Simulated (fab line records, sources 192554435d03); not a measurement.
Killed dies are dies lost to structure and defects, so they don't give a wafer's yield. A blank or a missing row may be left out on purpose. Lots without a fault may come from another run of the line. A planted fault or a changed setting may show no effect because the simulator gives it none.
fab line records | flow n5_finfet
record lots=5 wafers=15 last_day=18
route steps=1938 shown BEOL_M8@1338
lots that met no fault: from a run of the same line without faults
start_h: hours from the record's first day to the start of the lot's first wafer shown | wait_h: hours since the lot's step before | " the same as in the row above | L1.1+2: a row that stands for several wafers | - no value, or no start given | * or withheld: withheld | < > ~ a bound
route shown NAME@n: a module of which the file shows steps, and the number in the route of the first | usual: mean/standard deviation of fault-free wafers | same: alike in all rows | chamber/n: place in a boat | sites: the reading at each site | _std_site: their standard deviation | _edge_site: outer sites' mean less inner sites' | radius_mm: how far each site lies from the wafer's centre | mask NAME#n: copy n | behind: the tool/chamber that last shaped the wafer | hold: why the lot was held/for how many hours/how that ended | device: the transistor (n, p or np) that didn't switch | end of line: the same wafers' tests at the end of the route | a step without rows: its recipe alone | killed: dies lost to structure and defects at the first sort, not the wafer's yield | map: a wafer's dies, x killed, . not, _ none there
set.NAME: the setting as run; set.NAME@STEP: as run at that earlier step | model.NAME: the simulator's own value behind a step, which no gauge read
lots at some steps of the route; a table a step, a row a wafer
services: from which hour (start_h, from the record's first day; less than 0 if before it) a tool's chamber was out of use, for how many hours, and why
## steps
# step N5_BEOL_M8_COAT_60
# recipe resist=SiARC temp_c=220 time_s=60 spin_rpm=1500 resist_thk_nm=35
# usual dispense_pressure_kPa=49/3.8 heater_power_total_W=427.5/2
# columns lot.wafer tool chamber start_h wait_h dispense_pressure_kPa heater_power_total_W
L076.1 litho_track-02 0 - - 50 429.8
L076.2 " 0 " " 50 426.9
L076.6 " 0 " " 50 428.5
L077.1 litho_track-01 0 - - 44 428.9
L077.4 " 0 " " 44 430.1
L077.5 " 0 " " 44 430.4
L083.1 litho_track-03 0 - - 52 424.5
L083.4 " 0 " " 52 426.2
L083.6 " 0 " " 52 426.4
L096.4 litho_track-03 0 - - 52 425.1
L096.5 " 0 " " 52 428.3
L096.6 " 0 " " 52 426.9
L095.2 litho_track-02 0 - - 50 426.0
L095.4 " 0 " " 50 425.8
L095.6 " 0 " " 50 430.9
# step N5_BEOL_M8_COAT_05
# recipe resist=CAR-ArF spin_rpm=1500 resist_thk_nm=90
# usual dispense_pressure_kPa=49/3.8
# columns lot.wafer tool chamber start_h wait_h dispense_pressure_kPa
L076.1 litho_track-02 0 - - 50
L076.2 " 0 " " 50
L076.6 " 0 " " 50
L077.1 litho_track-01 0 - - 44
L077.4 " 0 " " 44
L077.5 " 0 " " 44
L083.1 litho_track-03 0 - - 52
L083.4 " 0 " " 52
L083.6 " 0 " " 52
L096.4 litho_track-03 0 - - 52
L096.5 " 0 " " 52
L096.6 " 0 " " 52
L095.2 litho_track-02 0 - - 50
L095.4 " 0 " " 50
L095.6 " 0 " " 50
# step N5_BEOL_M8_EBR_07
# recipe solvent=PGMEA ebr_width_mm=1.5
# columns lot.wafer tool chamber start_h wait_h
L076.1+2+6 litho_track-02 0 - -
L077.1+4+5 litho_track-01 0 - -
L083.1+4+6 litho_track-03 0 - -
L096.4+5+6 litho_track-03 0 - -
L095.2+4+6 litho_track-02 0 - -
# step N5_BEOL_M8_SOFTBAKE_06
# recipe temp_c=110 time_s=60 resist=CAR-ArF
# usual heater_power_total_W=175.2/1.7
# columns lot.wafer tool chamber start_h wait_h heater_power_total_W
L076.1 litho_track-02 0 - - 175.2
L076.2 " 0 " " 173.8
L076.6 " 0 " " 176.7
L077.1 litho_track-01 0 - - 174.6
L077.4 " 0 " " 176.6
L077.5 " 0 " " 173.0
L083.1 litho_track-03 0 - - 177.5
L083.4 " 0 " " 172.9
L083.6 " 0 " " 175.1
L096.4 litho_track-03 0 - - 174.3
L096.5 " 0 " " 173.0
L096.6 " 0 " " 177.5
L095.2 litho_track-02 0 - - 176.3
L095.4 " 0 " " 176.4
L095.6 " 0 " " 174.6
# step N5_BEOL_M8_EXPOSE_08
# recipe mask_id=M8 na=1.35 source_shape=dipole sigma_inner=0.817 sigma_outer=0.97 polarization=te dose_mj=68.25
# same sigma_inner=0.817
# columns lot.wafer tool chamber start_h wait_h mask
L076.1+2+6 arfi_scanner-01 0 217.12 - M8#0
L077.1+4+5 arfi_scanner-01 0 219.13 - M8#0
L083.1+4+6 arfi_scanner-01 0 249.13 - M8#0
L096.4+5+6 arfi_scanner-03 0 345.38 - M8#0
L095.2+4+6 arfi_scanner-03 0 352.12 - M8#0
# step N5_BEOL_M8_PEB_09
# recipe peb_temp_c=withheld peb_time_s=60 resist=CAR-ArF
# columns lot.wafer tool chamber start_h wait_h
L076.1+2+6 litho_track-03 0 217.18 0.1
L077.1+4+5 litho_track-01 0 219.19 0.1
L083.1+4+6 litho_track-02 0 249.20 0.1
L096.4+5+6 litho_track-02 0 345.43 0.0
L095.2+4+6 litho_track-03 0 352.17 0.0
# step N5_BEOL_M8_DEVELOP_10
# recipe develop_time_s=30 developer=TMAH resist=CAR-ArF rinse_liquid=diw dry=air_spin dev_temp_c=23
# columns lot.wafer tool chamber start_h wait_h
L076.1+2+6 litho_track-03 0 - -
L077.1+4+5 litho_track-01 0 - -
L083.1+4+6 litho_track-02 0 - -
L096.4+5+6 litho_track-02 0 - -
L095.2+4+6 litho_track-03 0 - -
# step N5_BEOL_M8_CD_MEAS_11
# recipe target_cd_nm=38.5 landing_energy_ev=500 detector=se_inlens polarity=opening
# usual cd_nm=38.3/0.42
# columns lot.wafer tool chamber start_h wait_h cd_nm
L076.1 cd_sem-03 0 217.25 - 38.0
L076.2 " 0 " " 38.1
L076.6 " 0 " " 38.1
L077.1 cd_sem-03 0 219.26 - 38.3
L077.4 " 0 " " 38.6
L077.5 " 0 " " 38.5
L083.1 cd_sem-03 0 249.27 - 37.4
L083.4 " 0 " " 38.0
L083.6 " 0 " " 37.7
L096.4 cd_sem-01 0 345.49 - 38.9
L096.5 " 0 " " 38.0
L096.6 " 0 " " 38.2
L095.2 cd_sem-02 0 352.24 - 37.9
L095.4 " 0 " " 38.8
L095.6 " 0 " " 37.5
# step N5_BEOL_M8_OVL_MEAS_12
# recipe points_per_wafer=44
# usual M8_OVL=0.3/0.93
# columns lot.wafer tool chamber start_h wait_h M8_OVL[nm]
L076.1 overlay-02 0 217.28 0.0 -1.1
L076.2 " 0 " " 0.1
L076.6 " 0 " " -1.0
L077.1 overlay-02 0 219.29 0.0 0.4
L077.4 " 0 " " 0.1
L077.5 " 0 " " -0.4
L083.1 overlay-01 0 249.30 0.0 0.4
L083.4 " 0 " " -0.2
L083.6 " 0 " " -0.5
L096.4 overlay-02 0 345.52 0.0 1.2
L096.5 " 0 " " -0.4
L096.6 " 0 " " 1.0
L095.2 overlay-01 0 352.27 0.0 2.7
L095.4 " 0 " " 2.0
L095.6 " 0 " " 2.2
# step N5_BEOL_M8_INSPECT_13
# recipe mode=adi inspect_instrument=brightfield
# usual raw_defect_count=441/120
# columns lot.wafer tool chamber start_h wait_h raw_defect_count
L076.1 defect_inspect-02 - 217.30 0.0 402
L076.2 " - " " 409
L076.6 " - " " 408
L077.1 defect_inspect-01 - 219.31 0.0 419
L077.4 " - " " 472
L077.5 " - " " 415
L083.1 defect_inspect-01 - 249.32 0.0 487
L083.4 " - " " 362
L083.6 " - " " 577
L096.4 defect_inspect-02 - 345.55 0.0 363
L096.5 " - " " 523
L096.6 " - " " 411
L095.2 defect_inspect-01 - 352.29 0.0 525
L095.4 " - " " 673
L095.6 " - " " 618
# step N5_BEOL_M8_DESCUM_16
# recipe chemistry=O2 time_s=7.9 source_power_w=50 bias_power_w=20 pressure_mtorr=20 rf_frequency_hz=2.712e+07 temp_c=40 resist=CAR-ArF o2_flow_sccm=225
# usual drypump_motor_current_A=5.8/0.39 oes_product_au=0.82/0.093 rf_vpp_V=243.4/1.4 showerhead_plenum_p_Torr=2.11/0.068 throttle_valve_pct=20.36/0.25
# columns lot.wafer tool chamber start_h wait_h drypump_motor_current_A oes_product_au rf_hours_counter_h rf_vpp_V showerhead_plenum_p_Torr throttle_valve_pct
L076.1 rie_diel-04 2 217.39 0.1 5.5 0.70 198 240.9 2.01 20.57
L076.2 " 3 " " 5.7 0.92 9 244.5 2.16 20.41
L076.6 " 1 " " 6.1 0.83 - 244.3 2.11 20.17
L077.1 rie_diel-03 1 219.44 0.1 5.8 0.83 46 242.9 2.11 20.40
L077.4 " 0 " " 5.7 0.69 - 244.2 2.17 20.16
L077.5 " 3 " " 5.5 0.91 - 240.9 2.07 20.51
L083.1 rie_diel-03 1 249.35 0.0 5.8 0.83 59 243.9 2.11 20.43
L083.4 " 1 " " 5.8 0.82 - 244.2 2.11 20.41
L083.6 " 0 " " 5.8 0.68 - 243.4 2.16 20.19
L096.4 rie_diel-05 3 345.58 0.0 5.7 0.94 13 241.9 2.07 20.26
L096.5 " 0 " " 6.6 0.75 - 244.6 2.17 20.55
L096.6 " 1 " " 5.6 0.95 - 247.3 2.21 20.06
L095.2 rie_diel-03 3 352.39 0.1 5.5 0.84 81 243.2 2.05 20.61
L095.4 " 1 " " 5.7 0.78 99 243.1 2.10 20.48
L095.6 " 3 " " 5.5 0.84 - 241.7 2.05 20.60
# step N5_BEOL_M8_ETCH_61
# recipe chemistry=CF4 target=SiARC target_depth_a=455 mask_material=CAR-ArF time_s=75.8 ion_energy_ev=80 pressure_mtorr=40 source_w=545 bias_w=36 Ar_flow_sccm=100 cf4_flow_sccm=100 ends=cleared
# usual drypump_motor_current_A=5.8/0.39 etch_rf_on_time_s=75.8/1.6 oes_product_au=0.70/0.08 rf_vpp_V=184.3/1.3 showerhead_plenum_p_Torr=2.16/0.074 throttle_valve_pct=15.53/0.23
# columns lot.wafer tool chamber start_h wait_h drypump_motor_current_A etch_rf_on_time_s oes_product_au rf_hours_counter_h rf_vpp_V showerhead_plenum_p_Torr throttle_valve_pct
L076.1 rie_diel-04 2 217.42 0.0 5.5 77.0 0.60 198 183.8 2.05 15.69
L076.2 " 3 " " 5.7 74.6 0.80 9 184.9 2.18 15.37
L076.6 " 1 " " 6.1 74.9 0.71 - 183.9 2.16 15.40
L077.1 rie_diel-03 1 219.47 0.0 5.8 75.2 0.72 46 183.7 2.16 15.55
L077.4 " 0 " " 5.8 78.0 0.58 - 186.7 2.20 15.42
L077.5 " 3 " " 5.5 74.5 0.78 - 183.6 2.10 15.55
L083.1 rie_diel-03 1 249.39 0.0 5.7 76.5 0.70 59 185.3 2.15 15.56
L083.4 " 1 " " 5.7 76.7 0.70 - 184.9 2.15 15.56
L083.6 " 0 " " 5.8 78.2 0.58 - 183.6 2.20 15.45
L096.4 rie_diel-05 3 345.61 0.0 5.7 72.1 0.82 13 184.3 2.10 15.23
L096.5 " 0 " " 6.6 76.5 0.64 - 186.4 2.23 15.81
L096.6 " 1 " " 5.6 77.4 0.80 - 186.8 2.27 15.24
L095.2 rie_diel-03 3 352.43 0.0 5.5 74.9 0.71 81 182.3 2.08 15.67
L095.4 " 1 " " 5.8 75.5 0.67 99 186.2 2.14 15.66
L095.6 " 3 " " 5.5 75.0 0.71 - 182.1 2.08 15.68
# step N5_BEOL_M8_ETCH_62
# recipe chemistry=N2/H2 target=SOC target_depth_a=1100 overetch_a=220 mask_material=SiARC temp_c=40 time_s=165 ion_energy_ev=200 pressure_mtorr=30 source_w=840 bias_w=150 n2_flow_sccm=200 h2_flow_sccm=200
# usual drypump_motor_current_A=5.8/0.38 oes_product_au=0.69/0.075 rf_vpp_V=524.4/2.5 showerhead_plenum_p_Torr=2.57/0.093 throttle_valve_pct=17.73/0.28
# columns lot.wafer tool chamber start_h wait_h drypump_motor_current_A oes_product_au rf_hours_counter_h rf_vpp_V showerhead_plenum_p_Torr throttle_valve_pct
L076.1 rie_diel-04 2 217.48 0.0 5.5 0.60 198 520.3 2.43 17.88
L076.2 " 3 " " 5.7 0.79 9 525.4 2.60 17.59
L076.6 " 1 " " 6.1 0.71 - 525.0 2.58 17.65
L077.1 rie_diel-03 1 219.53 0.0 5.8 0.71 46 524.8 2.60 18.03
L077.4 " 0 " " 5.8 0.59 - 525.8 2.61 17.45
L077.5 " 3 " " 5.6 0.76 - 522.5 2.47 17.64
L083.1 rie_diel-03 1 249.44 0.0 5.8 0.70 59 524.7 2.60 18.06
L083.4 " 1 " " 5.8 0.69 - 525.3 2.60 18.06
L083.6 " 0 " " 5.8 0.59 - 525.5 2.60 17.46
L096.4 rie_diel-05 3 345.67 0.0 5.7 0.80 13 521.5 2.49 17.43
L096.5 " 0 " " 6.6 0.65 - 526.1 2.65 18.03
L096.6 " 1 " " 5.7 0.81 - 529.1 2.71 17.51
L095.2 rie_diel-03 3 352.48 0.0 5.5 0.70 81 522.4 2.44 17.74
L095.4 " 1 " " 5.7 0.67 99 524.2 2.58 18.12
L095.6 " 3 " " 5.5 0.70 - 521.5 2.44 17.73
# step N5_BEOL_M8_STRIP_68
# recipe chemistry=N2/H2 temp_c=40 n2_flow_sccm=200 h2_flow_sccm=200 rf_frequency_hz=6e+07
# columns lot.wafer tool chamber start_h wait_h
L076.1+2+6 rie_diel-04 2,3,1 217.62 0.1
L077.1+4+5 rie_diel-03 1,0,3 219.66 0.1
L083.1+4+6 rie_diel-03 1,1,0 249.58 0.1
L096.4+5+6 rie_diel-05 3,0,1 345.80 0.1
L095.2+4+6 rie_diel-03 3,1,3 352.62 0.1
# step N5_BEOL_M8_STRIP_67
# recipe chemistry=CF4 resist=SiARC power_w=300 bias_power_w=75 pressure_mtorr=50 cf4_flow_sccm=150 rf_frequency_hz=6e+07
# usual drypump_motor_current_A=5.8/0.39 oes_product_au=0.82/0.088 rf_vpp_V=271.5/1.7 showerhead_plenum_p_Torr=1.81/0.06 throttle_valve_pct=13.51/0.24
# columns lot.wafer tool chamber start_h wait_h drypump_motor_current_A oes_product_au rf_hours_counter_h rf_vpp_V showerhead_plenum_p_Torr throttle_valve_pct
L076.1 rie_diel-04 2 217.63 0.0 5.4 0.72 198 268.7 1.73 13.72
L076.2 " 3 " " 5.7 0.93 9 273.8 1.83 13.32
L076.6 " 1 " " 6.1 0.82 - 271.5 1.81 13.35
L077.1 rie_diel-03 1 219.67 0.0 5.8 0.85 46 271.8 1.81 13.51
L077.4 " 0 " " 5.8 0.70 - 270.3 1.85 13.46
L077.5 " 3 " " 5.5 0.90 - 269.1 1.77 13.52
L083.1 rie_diel-03 1 249.59 0.0 5.8 0.82 59 271.1 1.81 13.55
L083.4 " 1 " " 5.8 0.82 - 271.7 1.81 13.52
L083.6 " 0 " " 5.7 0.69 - 273.5 1.85 13.48
L096.4 rie_diel-05 3 345.81 0.0 5.7 0.94 13 270.8 1.77 13.23
L096.5 " 0 " " 6.6 0.75 - 273.8 1.88 13.83
L096.6 " 1 " " 5.6 0.94 - 274.1 1.90 13.18
L095.2 rie_diel-03 3 352.63 0.0 5.5 0.82 81 269.8 1.75 13.63
L095.4 " 1 " " 5.8 0.78 99 271.8 1.80 13.63
L095.6 " 3 " " 5.5 0.83 - 269.2 1.75 13.61
# step N5_BEOL_M8_HM_OPEN_17
# recipe chemistry=Cl2/BCl3 target_depth_a=200 overetch_a=60 target=TiN mask_material=SOC ion_energy_ev=150 pressure_mtorr=10 icp_w=1000 bias_w=126 Cl2_flow_sccm=53.25 bcl3_flow_sccm=21.75 Ar_flow_sccm=25
# usual drypump_motor_current_A=5.4/0.35 he_backside_leak_sccm=3.3/0.38 oes_product_au=0.69/0.072 throttle_valve_pct=22.2/0.36
# columns lot.wafer tool chamber start_h wait_h drypump_motor_current_A he_backside_leak_sccm oes_product_au rf_hours_counter_h throttle_valve_pct
L076.1 rie_metal-03 0 217.67 0.0 5.6 5.8 0.76 13 22.6
L076.2 " 1 " " 5.3 3.1 0.64 49 22.3
L076.6 " 0 " " 5.6 3.4 0.75 - 22.6
L077.1 rie_metal-03 1 219.71 0.0 5.3 5.0 0.63 50 22.3
L077.4 " 0 " " 5.6 3.4 0.74 - 22.6
L077.5 " 1 " " 5.3 3.0 0.63 - 22.3
L083.1 rie_metal-02 1 249.64 0.0 6.1 3.3 0.82 1 22.3
L083.4 " 1 " " 6.1 3.3 0.81 - 22.3
L083.6 " 1 " " 6.1 3.2 0.81 - 22.3
L096.4 rie_metal-01 0 345.89 0.1 5.1 3.2 0.62 - 21.7
L096.5 " 1 " " 5.1 3.5 0.75 - 22.3
L096.6 " 0 " " 5.0 3.3 0.63 - 21.7
L095.2 rie_metal-02 0 352.67 0.0 6.0 3.2 0.70 21 21.7
L095.4 " 0 " " 6.0 3.3 0.70 - 21.6
L095.6 " 0 " " 6.0 3.2 0.71 - 21.7
# step N5_BEOL_M8_STRIP_19
# recipe chemistry=O2 power_w=400 temp_c=40 pressure_mtorr=30 rf_frequency_hz=6e+07 bias_power_w=0 overash_fraction=0.2 o2_flow_sccm=225
# usual drypump_motor_current_A=5.8/0.42 oes_product_au=0.82/0.093 rf_vpp_V=3.7/0.6 showerhead_plenum_p_Torr=2.13/0.071 throttle_valve_pct=16.55/0.24
# columns lot.wafer tool chamber start_h wait_h drypump_motor_current_A oes_product_au rf_hours_counter_h rf_vpp_V showerhead_plenum_p_Torr throttle_valve_pct
L076.1 rie_diel-05 0 217.78 0.1 6.6 0.80 118 3.9 2.19 16.69
L076.2 " 3 " " 5.7 0.68 229 3.8 2.09 16.79
L076.6 " 1 " " 5.6 0.69 - 4.3 1.97 16.60
L077.1 rie_diel-03 3 219.82 0.1 5.5 0.90 27 3.7 2.07 16.72
L077.4 " 0 " " 5.8 0.68 - 5.1 2.17 16.47
L077.5 " 3 " " 5.5 0.90 - 4.6 2.07 16.71
L083.1 rie_diel-03 2 249.75 0.1 5.9 0.96 6 4.2 2.23 16.21
L083.4 " 1 " " 5.8 0.82 - 4.3 2.11 16.66
L083.6 " 0 " " 5.8 0.68 - 3.8 2.17 16.50
L096.4 rie_diel-04 3 346.02 0.1 5.7 0.86 50 3.7 2.15 16.63
L096.5 " 0 " " 6.4 0.87 - 3.0 2.13 16.91
L096.6 " 3 " " 5.7 0.85 - 3.9 2.15 16.65
L095.2 rie_diel-03 0 352.83 0.1 5.8 0.90 30 4.4 2.15 16.16
L095.4 " 3 " " 5.5 0.83 81 2.9 2.05 16.82
L095.6 " 2 " " 5.9 0.88 - 3.4 2.22 16.26
# step N5_BEOL_M8_CD_MEAS_18
# recipe pitch_nm=80 target_cd_nm=40
# usual cd_nm=40.0/0.47
# columns lot.wafer tool chamber start_h wait_h cd_nm
L076.1 cd_sem-01 - 217.85 0.0 39.4
L076.2 " - " " 38.9
L076.6 " - " " 39.7
L077.1 cd_sem-01 - 219.89 0.0 39.9
L077.4 " - " " 39.9
L077.5 " - " " 40.5
L083.1 cd_sem-01 - 249.82 0.0 39.9
L083.4 " - " " 40.2
L083.6 " - " " 39.8
L096.4 cd_sem-01 - 346.09 0.1 40.6
L096.5 " - " " 39.6
L096.6 " - " " 39.7
L095.2 cd_sem-02 - 352.91 0.1 39.9
L095.4 " - " " 40.2
L095.6 " - " " 39.4
# step N5_BEOL_M8_COAT_63
# recipe resist=SOC temp_c=250 time_s=60 spin_rpm=1500 resist_thk_nm=60
# usual dispense_pressure_kPa=49/3.1 heater_power_total_W=500.5/1.8
# columns lot.wafer tool chamber start_h wait_h dispense_pressure_kPa heater_power_total_W
L076.1 litho_track-03 0 218.29 0.4 52 502.6
L076.2 " 0 " " 52 501.8
L076.6 " 0 " " 52 502.6
L077.1 litho_track-03 0 220.73 0.8 52 500.8
L077.4 " 0 " " 52 501.6
L077.5 " 0 " " 52 502.9
L083.1 litho_track-02 0 251.68 1.9 50 502.0
L083.4 " 0 " " 50 501.4
L083.6 " 0 " " 50 500.8
L096.4 litho_track-02 0 346.29 0.2 50 500.5
L096.5 " 0 " " 50 501.5
L096.6 " 0 " " 50 498.3
L095.2 litho_track-02 0 355.34 2.4 50 500.9
L095.4 " 0 " " 50 502.3
L095.6 " 0 " " 50 501.8
# step N5_BEOL_M8_COAT_64
# recipe resist=SiARC temp_c=220 time_s=60 spin_rpm=1500 resist_thk_nm=12
# usual dispense_pressure_kPa=49/3 heater_power_total_W=427.4/2.1
# columns lot.wafer tool chamber start_h wait_h dispense_pressure_kPa heater_power_total_W
L076.1 litho_track-03 0 - - 52 427.7
L076.2 " 0 " " 52 425.4
L076.6 " 0 " " 52 424.5
L077.1 litho_track-03 0 - - 52 429.4
L077.4 " 0 " " 52 427.3
L077.5 " 0 " " 52 429.3
L083.1 litho_track-02 0 - - 50 424.3
L083.4 " 0 " " 50 425.1
L083.6 " 0 " " 50 424.8
L096.4 litho_track-02 0 - - 50 428.3
L096.5 " 0 " " 50 428.6
L096.6 " 0 " " 50 427.5
L095.2 litho_track-02 0 - - 50 427.8
L095.4 " 0 " " 50 427.1
L095.6 " 0 " " 50 427.2
# step N5_BEOL_M8_COAT_71
# recipe resist=underlayer temp_c=205 time_s=60 spin_rpm=1500 resist_thk_nm=5
# usual dispense_pressure_kPa=49/3 heater_power_total_W=391.9/1.4
# columns lot.wafer tool chamber start_h wait_h dispense_pressure_kPa heater_power_total_W
L076.1 litho_track-03 0 - - 52 390.0
L076.2 " 0 " " 52 393.3
L076.6 " 0 " " 52 391.2
L077.1 litho_track-03 0 - - 52 393.6
L077.4 " 0 " " 52 393.6
L077.5 " 0 " " 52 393.3
L083.1 litho_track-02 0 - - 50 390.6
L083.4 " 0 " " 50 391.5
L083.6 " 0 " " 50 392.1
L096.4 litho_track-02 0 - - 50 390.7
L096.5 " 0 " " 50 394.0
L096.6 " 0 " " 50 390.0
L095.2 litho_track-02 0 - - 50 393.9
L095.4 " 0 " " 50 393.4
L095.6 " 0 " " 50 390.6
# step N5_BEOL_M8_COAT_22
# recipe resist=CAR-EUV spin_rpm=1500 resist_thk_nm=30
# usual dispense_pressure_kPa=50/3.1
# columns lot.wafer tool chamber start_h wait_h dispense_pressure_kPa
L076.1 litho_track-03 0 - - 52
L076.2 " 0 " " 52
L076.6 " 0 " " 52
L077.1 litho_track-03 0 - - 52
L077.4 " 0 " " 52
L077.5 " 0 " " 52
L083.1 litho_track-02 0 - - 50
L083.4 " 0 " " 50
L083.6 " 0 " " 50
L096.4 litho_track-02 0 - - 50
L096.5 " 0 " " 50
L096.6 " 0 " " 50
L095.2 litho_track-02 0 - - 50
L095.4 " 0 " " 50
L095.6 " 0 " " 50
# step N5_BEOL_M8_EBR_24
# recipe solvent=PGMEA ebr_width_mm=1.5
# columns lot.wafer tool chamber start_h wait_h
L076.1+2+6 litho_track-03 0 - -
L077.1+4+5 litho_track-03 0 - -
L083.1+4+6 litho_track-02 0 - -
L096.4+5+6 litho_track-02 0 - -
L095.2+4+6 litho_track-02 0 - -
# step N5_BEOL_M8_SOFTBAKE_23
# recipe temp_c=110 time_s=60 resist=CAR-EUV
# usual heater_power_total_W=175.3/1.6
# columns lot.wafer tool chamber start_h wait_h heater_power_total_W
L076.1 litho_track-03 0 - - 175.0
L076.2 " 0 " " 173.1
L076.6 " 0 " " 175.3
L077.1 litho_track-03 0 - - 174.3
L077.4 " 0 " " 176.9
L077.5 " 0 " " 173.0
L083.1 litho_track-02 0 - - 176.9
L083.4 " 0 " " 174.8
L083.6 " 0 " " 177.5
L096.4 litho_track-02 0 - - 174.0
L096.5 " 0 " " 176.4
L096.6 " 0 " " 173.0
L095.2 litho_track-02 0 - - 173.0
L095.4 " 0 " " 175.2
L095.6 " 0 " " 173.0
# step N5_BEOL_M8_EXPOSE_25
# recipe mask_id=V7 na=0.33 source_shape=annular sigma_inner=0.4 sigma_outer=0.8 polarization=unpolarized target_cd_nm=40 dose_mj=42.5
# same sigma_inner=0.4
# columns lot.wafer tool chamber start_h wait_h mask
L076.1+2+6 euv_scanner-02 0 218.43 - V7#0
L077.1+4+5 euv_scanner-01 0 221.00 - V7#0
L083.1+4+6 euv_scanner-01 0 251.85 - V7#0
L096.4+5+6 euv_scanner-01 0 346.60 - V7#0
L095.2+4+6 euv_scanner-01 0 355.52 - V7#0
# step N5_BEOL_M8_PEB_26
# recipe peb_temp_c=100 peb_time_s=60 resist=CAR-EUV
# usual heater_power_total_W=154.0/1.1
# columns lot.wafer tool chamber start_h wait_h heater_power_total_W
L076.1 litho_track-02 0 218.49 0.1 155.2
L076.2 " 0 " " 154.3
L076.6 " 0 " " 153.3
L077.1 litho_track-02 0 221.06 0.1 154.8
L077.4 " 0 " " 154.6
L077.5 " 0 " " 152.6
L083.1 litho_track-03 0 251.92 0.1 155.4
L083.4 " 0 " " 153.2
L083.6 " 0 " " 153.3
L096.4 litho_track-03 0 346.65 0.0 153.6
L096.5 " 0 " " 152.8
L096.6 " 0 " " 154.7
L095.2 litho_track-02 0 355.58 0.1 154.3
L095.4 " 0 " " 152.6
L095.6 " 0 " " 153.1
# step N5_BEOL_M8_DEVELOP_27
# recipe develop_time_s=30 developer=TMAH resist=CAR-EUV rinse_liquid=surfactant_rinse dry=air_spin dev_temp_c=23
# columns lot.wafer tool chamber start_h wait_h
L076.1+2+6 litho_track-02 0 - -
L077.1+4+5 litho_track-02 0 - -
L083.1+4+6 litho_track-03 0 - -
L096.4+5+6 litho_track-03 0 - -
L095.2+4+6 litho_track-02 0 - -
# step N5_BEOL_M8_CD_MEAS_28
# recipe target_cd_nm=40 landing_energy_ev=500 detector=se_inlens
# usual cd_nm=40.01/0.27
# columns lot.wafer tool chamber start_h wait_h cd_nm
L076.1 cd_sem-02 0 218.56 - 40.13
L076.2 " 0 " " 40.33
L076.6 " 0 " " 40.27
L077.1 cd_sem-03 0 221.13 - 40.17
L077.4 " 0 " " 39.84
L077.5 " 0 " " 40.08
L083.1 cd_sem-01 0 251.98 - 39.97
L083.4 " 0 " " 39.76
L083.6 " 0 " " 39.79
L096.4 cd_sem-03 0 346.71 - 39.64
L096.5 " 0 " " 39.69
L096.6 " 0 " " 40.09
L095.2 cd_sem-03 0 355.65 - 39.86
L095.4 " 0 " " 40.20
L095.6 " 0 " " 40.16
# step N5_BEOL_M8_OVL_MEAS_29
# recipe points_per_wafer=522
# usual V7_OVL=0.3/0.68
# columns lot.wafer tool chamber start_h wait_h V7_OVL[nm]
L076.1 overlay-01 0 218.59 0.0 0.2
L076.2 " 0 " " 0.7
L076.6 " 0 " " 0.1
L077.1 overlay-01 0 221.16 0.0 -0.4
L077.4 " 0 " " 0.2
L077.5 " 0 " " 0.2
L083.1 overlay-02 0 252.01 0.0 -0.3
L083.4 " 0 " " 0.9
L083.6 " 0 " " 1.1
L096.4 overlay-01 0 346.76 0.0 0.8
L096.5 " 0 " " 0.9
L096.6 " 0 " " 0.6
L095.2 overlay-02 0 355.68 0.0 0.1
L095.4 " 0 " " 0.6
L095.6 " 0 " " 1.7
# step N5_BEOL_M8_INSPECT_30
# recipe mode=adi inspect_instrument=brightfield
# usual raw_defect_count=438/120
# columns lot.wafer tool chamber start_h wait_h raw_defect_count
L076.1 defect_inspect-02 - 218.65 0.1 384
L076.2 " - " " 393
L076.6 " - " " 404
L077.1 defect_inspect-01 - 221.22 0.1 464
L077.4 " - " " 436
L077.5 " - " " 418
L083.1 defect_inspect-02 - 252.07 0.1 482
L083.4 " - " " 361
L083.6 " - " " 563
L096.4 defect_inspect-01 - 346.80 0.0 370
L096.5 " - " " 551
L096.6 " - " " 430
L095.2 defect_inspect-02 - 355.74 0.0 522
L095.4 " - " " 649
L095.6 " - " " 578
# step N5_BEOL_M8_DESCUM_33
# recipe chemistry=O2 time_s=7 source_power_w=50 bias_power_w=20 pressure_mtorr=20 rf_frequency_hz=2.712e+07 temp_c=40 resist=CAR-EUV o2_flow_sccm=225
# usual drypump_motor_current_A=5.8/0.43 oes_product_au=0.82/0.093 rf_vpp_V=243.4/1.3 showerhead_plenum_p_Torr=2.11/0.071 throttle_valve_pct=20.35/0.26
# columns lot.wafer tool chamber start_h wait_h drypump_motor_current_A oes_product_au rf_hours_counter_h rf_vpp_V showerhead_plenum_p_Torr throttle_valve_pct
L076.1 rie_diel-05 0 218.96 0.3 6.6 0.80 118 245.4 2.18 20.47
L076.2 " 2 " " 5.1 0.88 32 245.0 2.20 19.87
L076.6 " 2 " " 5.1 0.89 - 243.9 2.20 19.86
L077.1 rie_diel-05 2 221.25 0.0 5.1 0.88 33 243.9 2.20 19.86
L077.4 " 3 " " 5.7 0.68 231 243.2 2.08 20.51
L077.5 " 1 " " 5.6 0.69 - 241.3 1.96 20.27
L083.1 rie_diel-04 2 252.24 0.2 5.5 0.70 211 240.3 2.01 20.60
L083.4 " 0 " " 6.4 0.95 - 243.5 2.14 20.73
L083.6 " 1 " " 6.1 0.82 - 243.3 2.10 20.19
L096.4 rie_diel-05 3 346.83 0.0 5.7 0.94 13 241.6 2.07 20.25
L096.5 " 3 " " 5.7 0.94 - 242.2 2.07 20.24
L096.6 " 2 " " 5.1 0.81 - 245.2 2.18 19.95
L095.2 rie_diel-03 0 355.77 0.0 5.8 0.90 31 244.5 2.15 19.94
L095.4 " 1 " " 5.8 0.78 100 243.9 2.10 20.48
L095.6 " 3 " " 5.5 0.83 - 240.6 2.05 20.60
## services
# columns tool chamber start_h hours kind
rie_diel-03 3 197.84 8.7 repair
euv_scanner-01 - 201.91 1.0 pm
euv_scanner-01 - 207.21 12.0 pm
rie_diel-03 3 214.28 5.1 repair
arfi_scanner-01 - 229.27 10.1 repair
rie_diel-03 3 248.74 6.3 repair
rie_diel-04 3 251.44 4.5 repair
euv_scanner-01 - 256.27 5.8 pm
rie_diel-05 3 256.33 3.1 repair
rie_diel-03 2 262.22 1.6 repair
arfi_scanner-01 - 269.85 5.6 repair
rie_diel-04 1 270.31 3.5 repair
rie_diel-03 2 283.29 16.3 repair
arfi_scanner-01 - 293.70 1.3 pm
rie_diel-05 2 309.40 3.4 repair
euv_scanner-01 - 314.21 1.0 pm
arfi_scanner-01 - 316.81 1.0 pm
rie_diel-05 3 320.86 5.4 repair
arfi_scanner-01 - 324.21 1.0 pm
euv_scanner-01 - 331.50 4.6 pm
arfi_scanner-01 - 339.81 0.6 repair
rie_diel-03 1 344.53 6.7 repair
arfi_scanner-01 - 345.42 0.8 pm
rie_diel-04 0 355.13 2.6 repair
## key
fault none
